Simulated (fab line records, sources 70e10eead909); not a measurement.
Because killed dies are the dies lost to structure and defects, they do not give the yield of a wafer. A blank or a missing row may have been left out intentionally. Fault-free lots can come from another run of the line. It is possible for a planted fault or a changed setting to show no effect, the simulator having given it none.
Matching of chambers ; flow nand_harc ; rie_diel-12 running NHARC_A_CHANNEL_HOLE_D1_DESCUM_15: 4 sister chambers
The step chemistry O2, time 3 s. 4 wafers are shown with their chamber, then 9 later ones without.

== WAFERS WITH THEIR CHAMBER ==
wafer;chamber;showerhead_plenum_p_Torr (Torr)
L082.6;0;2.07
L085.1;1;1.80
L085.4;3;1.99
L085.6;2;1.91

== WAFERS WITHOUT THEIR CHAMBER ==
wafer;showerhead_plenum_p_Torr (Torr)
L091.1;1.80
L091.2;2.06
L091.3;1.99
L093.1;1.99
L093.3;1.80
L093.6;1.91
L093.2;1.91
L093.4;1.80
L093.5;1.99

== CHAMBER TAKEN BY EACH ==
wafer;from the rows above;in truth
L091.1;1;1
L091.2;0;0
L091.3;3;3
L093.1;3;3
L093.3;1;1
L093.6;2;2
L093.2;2;2
L093.4;1;1
L093.5;3;3
Placed correctly: 9 of 9. Number that these rows cannot place: 0. Number placed wrongly: 0.
How it was worked out, from the rows above alone: a wafer's distance from a chamber is the root of the sum, over the readings, of the square of ((its reading less the chamber's mean) divided by the reading's scatter). The wafer belongs to the nearest chamber; if the next one is less than 2 further off, it can't be placed. The mean given for a chamber averages the wafers shown for that chamber. The scatter: root of mean squared gap, hidden wafer to nearest shown wafer, with one shown wafer a chamber.
